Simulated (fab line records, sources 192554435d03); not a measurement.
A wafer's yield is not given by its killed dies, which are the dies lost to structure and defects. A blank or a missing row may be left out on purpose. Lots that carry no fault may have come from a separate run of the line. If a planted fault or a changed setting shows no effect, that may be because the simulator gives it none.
fab line records	flow n5_finfet
record: lots: 24	wafers: 72	last_day: 18
route steps=1938 shown BEOL_M0@726 BEOL_M1@801
lots with no fault: from the same line, run without faults
start_h: hours from the record's first day to the start of the lot's first wafer shown	wait_h: hours elapsed since this lot's preceding step	" identical to the entry in the row above	L1.1+2: several wafers, shown together as one row	- value missing, or start not given	* or withheld: withheld	< > ~ a bound
route shown NAME@n: names a module that has steps shown in the file, with the first one's number in the route	usual: mean/standard deviation of fault-free wafers	same: alike in all rows	chamber/n: place in a boat	sites: each site's reading	_std_site: the standard deviation of these	_edge_site: inner sites' mean taken away from outer sites' mean	radius_mm: how far each site lies from the wafer's centre	mask NAME#n: copy n	behind: the most recent tool/chamber to have shaped the wafer	hold: what put the lot on hold/how long, in hours/how the hold closed	device: transistor that didn't switch, given as n, p or np	end of line: at the end of the route, the tests of the same wafers	for a step that has no rows: nothing shown but its recipe	killed: dies that structure and defects cost at the first sort, which is not the same as the wafer's yield	map: the dies of a wafer, with x for killed, . for not killed, _ for no die there
set.NAME: the setting as run; set.NAME@STEP: as run at that earlier step	model.NAME: the simulator's own value behind a step, which no gauge read
the route's steps for a sample of lots (tables are steps, rows are wafers)
services: a tool's chamber out of use, with start hour (start_h, from the record's first day; less than 0 if before it), hours out, and reason
== steps ==
step: N5_BEOL_M0_ETCH_109
recipe: chemistry: CH3F/O2	target_depth_a: 80	overetch_a: 24	target: SiCN	time_s: 27.4	ion_energy_ev: 120	pressure_mtorr: 30	source_w: 395	bias_w: 75	Ar_flow_sccm: 150	CH3F_flow_sccm: 30	O2_flow_sccm: 20
usual: bias_w: 75.03/0.22	drypump_motor_current_A: 6.0/0.4	oes_product_au: 0.68/0.082	rf_vpp_V: 297.4/1.3	showerhead_plenum_p_Torr: 2.00/0.055	throttle_valve_pct: 16.37/0.27
lot.wafer	tool	chamber	start_h	wait_h	bias_w	drypump_motor_current_A	oes_product_au	rf_hours_counter_h	rf_vpp_V	showerhead_plenum_p_Torr	throttle_valve_pct
L074.1	rie_diel-05	1	118.49	0.6	75.36	6.2	0.60	230	295.7	1.98	16.69
L074.4	"	2	"	"	74.83	6.3	0.72	57	296.1	1.95	16.02
L074.5	"	3	"	"	75.04	6.2	0.63	-	300.5	2.07	16.68
L075.2	rie_diel-04	0	122.48	0.3	74.89	5.4	0.58	230	298.6	2.06	16.37
L075.3	"	3	"	"	75.16	6.3	0.58	234	294.5	1.89	16.74
L075.6	"	3	"	"	75.01	6.3	0.59	-	294.3	1.89	16.74
L076.2	rie_diel-04	3	126.94	0.4	74.95	6.3	0.59	236	294.4	1.89	16.75
L076.4	"	1	"	"	75.22	6.0	0.61	164	297.6	1.99	16.27
L076.6	"	2	"	"	75.19	5.3	0.59	-	297.0	1.97	16.36
L077.2	rie_diel-03	2	135.59	0.0	75.02	5.5	0.60	211	298.6	2.06	16.80
L077.3	"	0	"	"	74.69	5.8	0.74	49	296.7	2.03	16.42
L077.5	"	0	"	"	75.18	5.8	0.74	-	297.4	2.03	16.41
L078.2	rie_diel-05	0	136.66	0.0	74.74	6.0	0.73	57	294.4	1.95	16.00
L078.3	"	3	"	"	75.04	6.3	0.62	194	300.8	2.07	16.68
L078.4	"	1	"	"	75.16	6.2	0.60	236	295.3	1.97	16.70
L080.2	rie_diel-04	1	149.06	0.3	74.85	6.0	0.60	175	297.4	1.99	16.31
L080.3	"	0	"	"	74.96	5.4	0.59	243	298.9	2.06	16.41
L080.4	"	2	"	"	74.83	5.3	0.59	-	296.7	1.97	16.37
L079.1	rie_diel-03	3	153.26	0.0	75.09	6.3	0.70	98	297.4	2.02	16.18
L079.2	"	2	"	"	74.77	5.4	0.60	218	296.9	2.06	16.84
L079.5	"	2	"	"	74.82	5.5	0.61	-	298.3	2.06	16.83
L081.3	rie_diel-04	1	159.93	0.1	74.81	6.0	0.60	181	297.8	1.99	16.31
L081.4	"	0	"	"	75.00	5.4	0.58	-	297.6	2.05	16.40
L081.6	"	3	"	"	75.25	6.4	0.60	-	295.4	1.89	16.73
L082.1	rie_diel-03	3	168.97	0.3	75.27	6.3	0.69	103	298.1	2.02	16.19
L082.5	"	0	"	"	75.19	5.7	0.72	-	298.5	2.02	16.46
L082.6	"	3	"	"	74.97	6.3	0.70	-	297.5	2.02	16.18
L083.2	rie_diel-05	2	171.93	0.0	74.61	6.3	0.68	77	296.1	1.94	16.07
L083.4	"	3	"	"	74.91	6.2	0.61	208	298.6	2.07	16.71
L083.5	"	1	"	"	74.68	6.2	0.59	-	298.4	1.97	16.74
L084.1	rie_diel-04	3	179.24	0.0	75.20	6.3	0.58	250	296.3	1.89	16.78
L084.5	"	1	"	"	74.76	6.0	0.60	-	297.5	1.99	16.33
L084.6	"	3	"	"	74.96	6.4	0.59	-	294.6	1.89	16.78
L085.2	rie_diel-03	0	187.75	0.1	75.12	5.7	0.71	68	297.2	2.02	16.46
L085.3	"	1	"	"	75.19	6.5	0.77	13	297.6	1.96	16.41
L085.4	"	3	"	"	74.95	6.3	0.69	110	296.1	2.02	16.20
L086.1	rie_diel-03	1	190.10	0.0	75.28	6.5	0.78	13	295.9	1.96	16.40
L086.5	"	2	"	"	75.05	5.5	0.60	-	299.3	2.05	16.86
L086.6	"	1	"	"	75.12	6.5	0.79	-	296.9	1.96	16.40
L087.2	rie_diel-03	0	197.30	0.0	74.89	5.8	0.71	72	298.5	2.02	16.48
L087.4	"	1	"	"	75.38	6.5	0.78	16	298.0	1.96	16.40
L087.6	"	2	"	"	74.96	5.4	0.60	-	298.7	2.05	16.87
L089.1	rie_diel-03	2	206.53	0.9	74.89	5.5	0.60	237	298.8	2.05	16.88
L089.2	"	0	"	"	74.92	5.7	0.71	76	298.3	2.02	16.45
L089.3	"	3	"	"	75.03	6.4	0.67	117	298.8	2.01	16.21
L088.1	rie_diel-04	1	206.70	0.7	74.78	6.0	0.59	202	296.7	1.98	16.35
L088.3	"	0	"	"	74.97	5.4	0.82	7	297.9	2.05	15.94
L088.5	"	3	"	"	75.16	6.3	0.84	-	298.8	2.14	16.29
L090.2	rie_diel-05	2	210.32	0.0	75.02	6.3	0.66	95	296.9	1.94	16.09
L090.3	"	0	"	"	75.27	6.1	0.71	85	296.8	1.94	16.06
L090.4	"	0	"	"	75.39	6.1	0.70	-	296.7	1.94	16.05
L091.2	rie_diel-05	0	224.79	0.0	75.18	6.0	0.70	90	296.2	1.94	16.08
L091.3	"	3	"	"	75.00	6.2	0.61	225	298.0	2.06	16.73
L091.5	"	3	"	"	74.58	6.2	0.61	-	298.8	2.06	16.74
L092.2	rie_diel-03	3	228.81	0.0	74.68	6.3	0.67	126	298.1	2.01	16.22
L092.4	"	2	"	"	75.42	5.5	0.59	245	298.9	2.05	16.89
L092.6	"	1	"	"	74.81	6.5	0.77	-	297.5	1.95	16.44
L093.1	rie_diel-04	2	228.91	0.0	74.82	5.3	0.78	21	295.9	1.96	15.95
L093.2	"	3	"	"	75.48	6.3	0.80	8	299.2	2.13	16.32
L093.5	"	3	"	"	75.02	6.3	0.80	-	300.4	2.13	16.31
L094.2	rie_diel-04	3	233.57	0.0	75.34	6.3	0.80	10	300.9	2.13	16.31
L094.3	"	1	"	"	74.51	6.0	0.58	211	297.0	1.98	16.36
L094.4	"	0	"	"	74.58	5.4	0.80	16	297.3	2.05	15.98
L095.1	rie_diel-05	0	237.79	0.0	75.35	6.1	0.69	95	295.7	1.94	16.07
L095.3	"	3	"	"	74.90	6.2	0.59	230	299.5	2.06	16.75
L095.5	"	1	"	"	75.26	6.2	0.77	-	296.7	1.96	16.29
L096.1	rie_diel-03	0	250.87	0.5	75.10	5.8	0.69	94	297.0	2.01	16.51
L096.3	"	1	"	"	75.00	6.5	0.73	37	296.3	1.95	16.45
L096.5	"	3	"	"	75.19	6.3	0.67	-	296.8	2.01	16.22
L097.2	rie_diel-04	1	253.93	0.0	75.50	6.1	0.58	219	296.9	1.98	16.39
L097.3	"	2	"	"	74.76	5.4	0.75	30	297.2	1.96	15.96
L097.5	"	3	"	"	74.72	6.4	0.78	-	300.6	2.13	16.33
step: N5_BEOL_M0_DEP_125
recipe: material: SiCN	target_thk_a: 80	temp_c: withheld	precursor: 3MS/NH3	pressure_torr: 3	rf_w: 202	time_s: 14
usual: showerhead_plenum_p_Torr: 3.666/0.018	showerhead_vpp_V: 899/53	throttle_valve_pct: 8.9/0.69
lot.wafer	tool	chamber	start_h	wait_h	showerhead_plenum_p_Torr	showerhead_vpp_V	throttle_valve_pct
L074.1	pecvd-04	2	121.03	0.0	3.647	868	8.2
L074.4	"	1	"	"	3.660	815	9.6
L074.5	"	2	"	"	3.651	871	8.1
L075.2	pecvd-02	2	125.08	0.0	3.646	866	8.3
L075.3	"	1	"	"	3.649	937	8.9
L075.6	"	2	"	"	3.640	866	8.2
L076.2	pecvd-02	0	130.50	0.0	3.685	906	9.8
L076.4	"	1	"	"	3.647	935	8.5
L076.6	"	0	"	"	3.677	917	9.8
L077.2	pecvd-02	1	138.39	0.0	3.648	931	8.7
L077.3	"	0	"	"	3.679	922	9.7
L077.5	"	2	"	"	3.637	861	8.5
L078.2	pecvd-03	0	140.74	0.0	3.697	844	9.9
L078.3	"	2	"	"	3.662	854	9.4
L078.4	"	0	"	"	3.695	868	9.8
L080.2	pecvd-03	1	152.33	0.0	3.671	1004	8.2
L080.3	"	2	"	"	3.651	870	9.3
L080.4	"	1	"	"	3.682	993	8.0
L079.1	pecvd-04	0	156.69	0.0	3.667	895	9.1
L079.2	"	2	"	"	3.654	879	8.4
L079.5	"	2	"	"	3.649	877	8.2
L081.3	pecvd-03	1	163.64	0.0	3.676	988	8.3
L081.4	"	2	"	"	3.642	852	9.1
L081.6	"	1	"	"	3.684	976	8.2
L082.1	pecvd-04	2	172.52	0.0	3.639	866	8.2
L082.5	"	0	"	"	3.671	897	8.9
L082.6	"	2	"	"	3.653	854	8.5
L083.2	pecvd-02	1	174.20	0.0	3.637	930	8.7
L083.4	"	0	"	"	3.680	887	9.7
L083.5	"	1	"	"	3.644	932	9.0
L084.1	pecvd-03	2	182.87	0.0	3.662	857	9.1
L084.5	"	1	"	"	3.677	997	7.6
L084.6	"	0	"	"	3.693	846	9.6
L085.2	pecvd-03	2	189.86	0.0	3.650	863	9.3
L085.3	"	1	"	"	3.667	993	7.9
L085.4	"	0	"	"	3.693	841	9.6
L086.1	pecvd-03	2	194.23	0.0	3.651	850	9.5
L086.5	"	2	"	"	3.650	856	9.2
L086.6	"	1	"	"	3.672	999	8.1
L087.2	pecvd-03	0	200.27	0.0	3.688	868	9.9
L087.4	"	0	"	"	3.693	863	10.2
L087.6	"	2	"	"	3.650	858	9.2
L089.1	pecvd-03	1	209.42	0.0	3.682	982	7.9
L089.2	"	0	"	"	3.689	850	9.9
L089.3	"	1	"	"	3.684	979	8.1
L088.1	pecvd-02	2	210.08	0.0	3.653	874	8.4
L088.3	"	1	"	"	3.655	938	8.7
L088.5	"	1	"	"	3.649	916	8.8
L090.2	pecvd-03	0	214.26	0.0	3.687	857	9.6
L090.3	"	0	"	"	3.677	858	9.8
L090.4	"	1	"	"	3.678	1002	7.9
L091.2	pecvd-02	1	228.34	0.0	3.650	933	8.7
L091.3	"	2	"	"	3.645	870	8.6
L091.5	"	0	"	"	3.674	909	9.7
L092.2	pecvd-04	1	231.29	0.0	3.671	837	9.3
L092.4	"	2	"	"	3.645	858	8.3
L092.6	"	1	"	"	3.664	824	9.5
L093.1	pecvd-03	0	232.69	0.0	3.691	857	10.0
L093.2	"	2	"	"	3.646	862	7.7
L093.5	"	1	"	"	3.687	983	8.1
L094.2	pecvd-02	1	236.45	0.0	3.647	917	8.7
L094.3	"	0	"	"	3.678	908	9.9
L094.4	"	1	"	"	3.650	932	8.6
L095.1	pecvd-03	0	242.08	0.0	3.693	866	9.9
L095.3	"	1	"	"	3.687	996	8.0
L095.5	"	2	"	"	3.654	863	8.1
L096.1	pecvd-02	2	255.26	0.0	3.650	861	8.6
L096.3	"	1	"	"	3.658	941	8.7
L096.5	"	2	"	"	3.656	863	8.6
L097.2	pecvd-03	1	256.99	0.0	3.683	996	7.9
L097.3	"	0	"	"	3.686	866	10.0
L097.5	"	0	"	"	3.688	845	9.7
step: N5_BEOL_M1_ETCH_41
recipe: chemistry: CH3F/O2	target: SiCN	target_depth_a: 319	taper_deg: 2	time_s: 57.8	ion_energy_ev: 120	mask_material: TiN	pressure_mtorr: 30	source_w: 395	bias_w: 75	Ar_flow_sccm: 150	CH3F_flow_sccm: 30	O2_flow_sccm: 20
usual: bias_w: 75.00/0.23	drypump_motor_current_A: 5.4/0.49	oes_product_au: 0.75/0.055	rf_vpp_V: 296.4/1.7	showerhead_plenum_p_Torr: 1.96/0.071	throttle_valve_pct: 16.31/0.18
lot.wafer	tool	chamber	start_h	wait_h	bias_w	drypump_motor_current_A	oes_product_au	rf_hours_counter_h	rf_vpp_V	showerhead_plenum_p_Torr	throttle_valve_pct
L074.1	rie_diel-01	0	-	-	74.69	5.4	0.81	93	293.1	1.86	16.11
L074.4	"	1	"	"	75.25	4.7	0.72	173	298.3	2.08	16.56
L074.5	"	1	"	"	75.17	4.7	0.72	-	298.8	2.09	16.55
L075.2	rie_diel-06	0	-	-	74.88	5.6	0.74	145	295.9	2.01	16.61
L075.3	"	3	"	"	75.06	5.6	0.68	213	293.8	1.90	16.26
L075.6	"	2	"	"	75.06	5.0	0.75	-	295.4	1.93	16.27
L076.2	rie_diel-06	0	-	-	75.01	5.6	0.74	147	297.5	2.00	16.61
L076.4	"	1	"	"	75.06	4.9	0.78	130	296.2	1.93	16.32
L076.6	"	0	"	"	75.27	5.6	0.74	-	298.1	2.00	16.61
L077.2	rie_diel-01	3	-	-	74.98	5.8	0.70	225	295.8	1.98	16.40
L077.3	"	1	"	"	74.77	4.7	0.72	179	299.0	2.08	16.58
L077.5	"	2	"	"	74.39	6.3	0.73	-	296.7	1.99	16.15
L078.2	rie_diel-06	1	-	-	74.80	4.9	0.77	135	297.2	1.92	16.32
L078.3	"	0	"	"	75.27	5.5	0.73	151	294.8	2.00	16.61
L078.4	"	2	"	"	74.90	5.0	0.75	145	295.7	1.93	16.33
L080.2	rie_diel-01	0	-	-	74.78	5.4	0.80	102	294.7	1.86	16.10
L080.3	"	3	"	"	74.82	5.8	0.70	230	297.8	1.98	16.44
L080.4	"	1	"	"	75.10	4.7	0.71	184	297.6	2.08	16.59
L079.1	rie_diel-01	0	-	-	75.19	5.4	0.81	104	294.1	1.86	16.11
L079.2	"	1	"	"	75.10	4.7	0.72	185	299.2	2.08	16.60
L079.5	"	0	"	"	74.86	5.4	0.79	-	293.8	1.86	16.11
L081.3	rie_diel-06	3	-	-	75.00	5.6	0.68	226	294.0	1.89	16.29
L081.4	"	3	"	"	74.64	5.6	0.67	-	296.0	1.89	16.30
L081.6	"	1	"	"	74.95	5.0	0.77	-	296.2	1.92	16.34
L082.1	rie_diel-01	1	-	-	74.92	4.7	0.71	190	298.0	2.08	16.59
L082.5	"	2	"	"	75.19	6.3	0.72	-	296.7	1.99	16.18
L082.6	"	3	"	"	75.38	5.7	0.70	-	296.8	1.98	16.44
L083.2	rie_diel-02	2	-	-	74.91	5.1	0.75	159	294.4	1.91	16.26
L083.4	"	0	"	"	75.40	5.3	0.86	47	298.6	2.12	15.94
L083.5	"	3	"	"	74.77	5.9	0.77	-	297.8	2.01	16.27
L084.1	rie_diel-06	0	-	-	74.82	5.5	0.73	159	296.9	2.00	16.63
L084.5	"	3	"	"	75.17	5.5	0.67	-	295.3	1.89	16.31
L084.6	"	0	"	"	75.01	5.6	0.73	-	295.2	2.00	16.63
L085.2	rie_diel-02	2	-	-	75.40	5.1	0.75	164	295.1	1.91	16.26
L085.3	"	3	"	"	74.97	5.9	0.77	144	296.6	2.00	16.28
L085.4	"	0	"	"	75.03	5.2	0.87	51	300.8	2.12	15.96
L086.1	rie_diel-06	1	-	-	74.82	5.0	0.76	150	294.9	1.92	16.35
L086.5	"	2	"	"	75.33	5.0	0.74	-	295.7	1.92	16.36
L086.6	"	3	"	"	74.76	5.6	0.67	-	295.2	1.89	16.31
L087.2	rie_diel-01	0	-	-	74.97	5.4	0.78	115	294.9	1.85	16.12
L087.4	"	1	"	"	74.57	4.7	0.71	198	299.0	2.08	16.62
L087.6	"	1	"	"	74.83	4.7	0.70	-	297.2	2.08	16.61
L089.1	rie_diel-06	1	-	-	75.02	5.0	0.76	153	296.6	1.92	16.34
L089.2	"	2	"	"	74.96	5.0	0.73	164	296.1	1.92	16.34
L089.3	"	3	"	"	74.69	5.5	0.67	240	293.7	1.89	16.31
L088.1	rie_diel-01	3	-	-	74.99	5.7	0.69	248	295.7	1.98	16.45
L088.3	"	0	"	"	74.79	5.4	0.78	121	294.1	1.85	16.12
L088.5	"	1	"	"	75.23	4.7	0.69	-	297.8	2.07	16.62
L090.2	rie_diel-06	0	-	-	74.88	5.5	0.72	171	297.4	2.00	16.66
L090.3	"	2	"	"	74.83	5.0	0.73	169	294.4	1.92	16.34
L090.4	"	3	"	"	75.41	5.6	0.66	244	296.5	1.89	16.32
L091.2	rie_diel-06	0	-	-	75.40	5.5	0.72	172	297.9	2.00	16.66
L091.3	"	3	"	"	75.01	5.6	0.67	245	294.7	1.89	16.34
L091.5	"	2	"	"	75.35	5.0	0.73	-	295.4	1.92	16.36
L092.2	rie_diel-06	1	-	-	74.92	4.9	0.76	160	296.2	1.92	16.35
L092.4	"	3	"	"	75.14	5.6	0.67	246	295.0	1.89	16.34
L092.6	"	1	"	"	74.96	4.9	0.75	-	295.0	1.92	16.38
L093.1	rie_diel-02	0	-	-	74.92	5.2	0.85	64	301.7	2.11	15.99
L093.2	"	2	"	"	75.05	5.1	0.74	176	294.5	1.91	16.28
L093.5	"	2	"	"	74.70	5.1	0.74	-	295.2	1.91	16.28
L094.2	rie_diel-02	2	-	-	75.03	5.1	0.74	177	293.7	1.91	16.27
L094.3	"	3	"	"	75.00	5.9	0.76	158	297.1	2.00	16.29
L094.4	"	1	"	"	75.14	6.3	0.77	167	296.2	1.91	16.17
L095.1	rie_diel-02	1	-	-	75.12	6.3	0.76	169	296.2	1.91	16.18
L095.3	"	2	"	"	74.70	5.1	0.73	180	294.6	1.91	16.27
L095.5	"	2	"	"	75.01	5.1	0.73	-	296.6	1.91	16.28
L097.2	rie_diel-02	3	-	-	74.99	5.9	0.74	166	297.4	2.00	16.31
L097.3	"	1	"	"	75.35	6.3	0.75	174	295.8	1.91	16.19
L097.5	"	0	"	"	74.88	5.3	0.84	-	300.1	2.11	16.01
L096.1	rie_diel-01	2	-	-	75.03	6.3	0.70	187	295.3	1.98	16.21
L096.3	"	1	"	"	75.14	4.7	0.69	221	297.9	2.07	16.66
L096.5	"	3	"	"	75.21	5.7	1.01	-	297.3	1.97	15.97
step: N5_BEOL_M1_SPUTTER_48
recipe: material: Cu	target_thk_a: 45	temp_c: -20	chamber_pressure_pa: 0.07	power_w: withheld	time_s: 8.29
usual: throttle_valve_pct: 29.6/1.2
lot.wafer	tool	chamber	start_h	wait_h	throttle_valve_pct
L074.1	pvd_sputter-03	-	128.78	0.2	29.5
L074.4	"	-	"	"	29.1
L074.5	"	-	"	"	29.2
L075.2	pvd_sputter-01	-	132.02	0.3	29.1
L075.3	"	-	"	"	29.7
L075.6	"	-	"	"	29.7
L076.2	pvd_sputter-02	-	136.75	0.1	31.1
L076.4	"	-	"	"	29.7
L076.6	"	-	"	"	30.2
L077.2	pvd_sputter-02	-	146.39	0.1	30.9
L077.3	"	-	"	"	27.4
L077.5	"	-	"	"	27.5
L078.2	pvd_sputter-01	-	153.13	0.2	29.9
L078.3	"	-	"	"	30.9
L078.4	"	-	"	"	29.3
L080.2	pvd_sputter-01	-	161.66	0.2	29.3
L080.3	"	-	"	"	29.6
L080.4	"	-	"	"	27.7
L079.1	pvd_sputter-03	-	166.28	0.1	29.3
L079.2	"	-	"	"	30.8
L079.5	"	-	"	"	31.1
L081.3	pvd_sputter-03	-	169.48	0.1	31.1
L081.4	"	-	"	"	30.8
L081.6	"	-	"	"	28.6
L082.1	pvd_sputter-01	-	180.92	0.2	29.6
L082.5	"	-	"	"	30.9
L082.6	"	-	"	"	27.9
L083.2	pvd_sputter-03	-	182.74	0.1	28.5
L083.4	"	-	"	"	30.8
L083.5	"	-	"	"	29.3
L084.1	pvd_sputter-02	-	188.00	0.1	30.0
L084.5	"	-	"	"	30.1
L084.6	"	-	"	"	29.9
L085.2	pvd_sputter-02	-	199.75	0.2	29.9
L085.3	"	-	"	"	27.3
L085.4	"	-	"	"	31.3
L086.1	pvd_sputter-02	-	202.59	0.2	30.8
L086.5	"	-	"	"	30.0
L086.6	"	-	"	"	27.4
L087.2	pvd_sputter-01	-	205.97	0.1	27.6
L087.4	"	-	"	"	29.6
L087.6	"	-	"	"	29.3
L089.1	pvd_sputter-01	-	214.52	0.2	29.7
L089.2	"	-	"	"	29.2
L089.3	"	-	"	"	27.8
L088.1	pvd_sputter-01	-	226.63	0.3	27.5
L088.3	"	-	"	"	30.9
L088.5	"	-	"	"	27.7
L090.2	pvd_sputter-02	-	229.49	0.1	29.5
L090.3	"	-	"	"	30.2
L090.4	"	-	"	"	31.0
L091.2	pvd_sputter-03	-	233.07	0.2	31.2
L091.3	"	-	"	"	30.7
L091.5	"	-	"	"	31.3
L092.2	pvd_sputter-01	-	235.64	0.2	28.1
L092.4	"	-	"	"	29.2
L092.6	"	-	"	"	29.9
L093.1	pvd_sputter-01	-	238.38	0.1	29.0
L093.2	"	-	"	"	27.7
L093.5	"	-	"	"	29.0
L094.2	pvd_sputter-03	-	241.94	0.1	30.4
L094.3	"	-	"	"	31.1
L094.4	"	-	"	"	28.8
L095.1	pvd_sputter-02	-	249.51	1.0	27.4
L095.3	"	-	"	"	29.7
L095.5	"	-	"	"	29.9
L097.2	pvd_sputter-02	-	268.21	0.1	31.0
L097.3	"	-	"	"	30.1
L097.5	"	-	"	"	27.4
L096.1	pvd_sputter-02	-	270.21	0.1	27.7
L096.3	"	-	"	"	29.9
L096.5	"	-	"	"	29.8
step: N5_BEOL_M1_SPUTTER_86
recipe: material: Cu	target_thk_a: 45	temp_c: -20	chamber_pressure_pa: 0.07	power_w: withheld	time_s: 8.29
usual: throttle_valve_pct: 29.5/1.2
lot.wafer	tool	chamber	start_h	wait_h	throttle_valve_pct
L074.1	pvd_sputter-03	-	129.44	0.1	29.1
L074.4	"	-	"	"	28.7
L074.5	"	-	"	"	29.3
L075.2	pvd_sputter-01	-	132.68	0.1	29.3
L075.3	"	-	"	"	29.9
L075.6	"	-	"	"	29.5
L076.2	pvd_sputter-02	-	137.41	0.1	31.0
L076.4	"	-	"	"	30.1
L076.6	"	-	"	"	29.9
L077.2	pvd_sputter-02	-	147.05	0.1	31.0
L077.3	"	-	"	"	27.4
L077.5	"	-	"	"	27.5
L078.2	pvd_sputter-01	-	153.79	0.1	29.6
L078.3	"	-	"	"	31.0
L078.4	"	-	"	"	29.3
L080.2	pvd_sputter-01	-	162.32	0.1	29.1
L080.3	"	-	"	"	29.5
L080.4	"	-	"	"	27.8
L079.1	pvd_sputter-03	-	166.94	0.1	29.2
L079.2	"	-	"	"	30.8
L079.5	"	-	"	"	31.1
L081.3	pvd_sputter-03	-	170.14	0.1	30.8
L081.4	"	-	"	"	30.6
L081.6	"	-	"	"	28.7
L082.1	pvd_sputter-01	-	181.58	0.1	29.6
L082.5	"	-	"	"	31.1
L082.6	"	-	"	"	27.9
L083.2	pvd_sputter-03	-	183.40	0.1	28.5
L083.4	"	-	"	"	30.9
L083.5	"	-	"	"	29.0
L084.1	pvd_sputter-02	-	188.66	0.1	30.0
L084.5	"	-	"	"	29.6
L084.6	"	-	"	"	29.6
L085.2	pvd_sputter-02	-	200.41	0.1	29.7
L085.3	"	-	"	"	27.6
L085.4	"	-	"	"	31.0
L086.1	pvd_sputter-02	-	203.25	0.1	31.0
L086.5	"	-	"	"	29.4
L086.6	"	-	"	"	27.5
L087.2	pvd_sputter-01	-	206.63	0.1	27.7
L087.4	"	-	"	"	29.7
L087.6	"	-	"	"	29.4
L089.1	pvd_sputter-01	-	215.18	0.1	29.8
L089.2	"	-	"	"	29.1
L089.3	"	-	"	"	27.4
L088.1	pvd_sputter-01	-	227.29	0.1	27.7
L088.3	"	-	"	"	30.9
L088.5	"	-	"	"	27.7
L090.2	pvd_sputter-02	-	230.15	0.1	29.6
L090.3	"	-	"	"	30.2
L090.4	"	-	"	"	30.9
L091.2	pvd_sputter-03	-	233.73	0.1	31.0
L091.3	"	-	"	"	30.3
L091.5	"	-	"	"	30.9
L092.2	pvd_sputter-01	-	236.30	0.1	27.8
L092.4	"	-	"	"	28.8
L092.6	"	-	"	"	29.8
L093.1	pvd_sputter-01	-	239.04	0.1	29.1
L093.2	"	-	"	"	27.7
L093.5	"	-	"	"	29.2
L094.2	pvd_sputter-03	-	242.60	0.1	30.6
L094.3	"	-	"	"	31.1
L094.4	"	-	"	"	29.0
L095.1	pvd_sputter-02	-	250.17	0.1	27.7
L095.3	"	-	"	"	30.0
L095.5	"	-	"	"	29.8
L097.2	pvd_sputter-02	-	268.87	0.1	30.8
L097.3	"	-	"	"	29.7
L097.5	"	-	"	"	27.4
L096.1	pvd_sputter-02	-	270.87	0.1	27.4
L096.3	"	-	"	"	30.0
L096.5	"	-	"	"	29.8
step: N5_BEOL_M1_THK_MEAS_53
recipe: thk_meas_gauge: xrf	reads: Cu_of_BEOL_M1_ECD_50
usual: M1_THK: 39.7/1.6
lot.wafer	tool	chamber	start_h	wait_h	M1_THK[nm]
L074.1	film_metro-02	-	131.32	-	41.7
L074.4	"	-	"	"	42.3
L074.5	"	-	"	"	41.3
L075.2	film_metro-02	-	134.57	-	38.8
L075.3	"	-	"	"	39.1
L075.6	"	-	"	"	40.7
L076.2	film_metro-01	-	139.30	-	37.2
L076.4	"	-	"	"	39.7
L076.6	"	-	"	"	39.1
L077.2	film_metro-02	-	149.23	-	38.7
L077.3	"	-	"	"	39.8
L077.5	"	-	"	"	39.5
L078.2	film_metro-01	-	155.68	-	40.5
L078.3	"	-	"	"	39.8
L078.4	"	-	"	"	42.5
L080.2	film_metro-02	-	164.28	-	39.1
L080.3	"	-	"	"	39.3
L080.4	"	-	"	"	38.7
L079.1	film_metro-02	-	168.84	-	38.8
L079.2	"	-	"	"	37.2
L079.5	"	-	"	"	37.7
L081.3	film_metro-01	-	172.05	-	37.3
L081.4	"	-	"	"	39.5
L081.6	"	-	"	"	38.8
L082.1	film_metro-02	-	183.47	-	38.8
L082.5	"	-	"	"	38.6
L082.6	"	-	"	"	38.1
L083.2	film_metro-01	-	185.29	-	39.9
L083.4	"	-	"	"	38.7
L083.5	"	-	"	"	39.6
L084.1	film_metro-02	-	190.55	-	36.4
L084.5	"	-	"	"	38.0
L084.6	"	-	"	"	39.1
L085.2	film_metro-01	-	202.32	-	37.6
L085.3	"	-	"	"	39.3
L085.4	"	-	"	"	41.4
L086.1	film_metro-01	-	205.14	-	38.0
L086.5	"	-	"	"	40.2
L086.6	"	-	"	"	39.4
L087.2	film_metro-01	-	208.53	-	38.6
L087.4	"	-	"	"	39.5
L087.6	"	-	"	"	38.3
L089.1	film_metro-01	-	217.07	-	37.6
L089.2	"	-	"	"	37.4
L089.3	"	-	"	"	38.7
L088.1	film_metro-01	-	229.18	-	37.3
L088.3	"	-	"	"	40.4
L088.5	"	-	"	"	41.6
L090.2	film_metro-02	-	232.04	-	41.3
L090.3	"	-	"	"	40.4
L090.4	"	-	"	"	43.0
L091.2	film_metro-02	-	235.62	-	41.0
L091.3	"	-	"	"	43.3
L091.5	"	-	"	"	42.9
L092.2	film_metro-02	-	238.20	-	40.1
L092.4	"	-	"	"	42.5
L092.6	"	-	"	"	43.1
L093.1	film_metro-02	-	240.93	-	40.7
L093.2	"	-	"	"	39.4
L093.5	"	-	"	"	39.9
L094.2	film_metro-02	-	244.51	-	39.6
L094.3	"	-	"	"	41.0
L094.4	"	-	"	"	40.1
L095.1	film_metro-01	-	252.24	-	40.4
L095.3	"	-	"	"	38.0
L095.5	"	-	"	"	41.1
L097.2	film_metro-02	-	270.83	-	38.7
L097.3	"	-	"	"	37.8
L097.5	"	-	"	"	39.0
L096.1	film_metro-02	-	273.68	-	40.2
L096.3	"	-	"	"	39.5
L096.5	"	-	"	"	43.1
== services ==
tool	chamber	start_h	hours	kind
rie_diel-04	-	94.95	0.9	repair
rie_diel-02	0	100.79	3.5	repair
pvd_sputter-03	-	102.19	3.2	repair
rie_diel-02	0	104.59	9.6	repair
rie_diel-03	1	123.06	-	clean
rie_diel-02	3	125.78	8.9	repair
rie_diel-04	0	154.52	2.4	repair
rie_diel-04	0	161.59	5.3	repair
rie_diel-06	0	161.86	8.2	repair
rie_diel-03	1	165.50	5.0	repair
pecvd-03	2	202.38	-	clean
pecvd-03	2	202.38	-	consumable_replace:showerhead
pecvd-03	2	202.38	29.0	scheduled_down
pecvd-03	2	202.38	29.0	vent_cycle
rie_diel-05	3	202.56	13.1	repair
pecvd-04	-	221.49	0.8	repair
pecvd-04	-	225.70	4.3	pm
rie_diel-01	2	235.65	2.4	repair
rie_diel-01	3	236.99	5.4	repair
rie_diel-06	3	247.21	-	clean
rie_diel-06	3	247.21	-	consumable_replace:focus_ring
rie_diel-06	3	247.21	-	consumable_replace:showerhead
rie_diel-06	3	247.21	23.3	scheduled_down
rie_diel-06	3	247.21	23.3	vent_cycle
== key ==
fault none
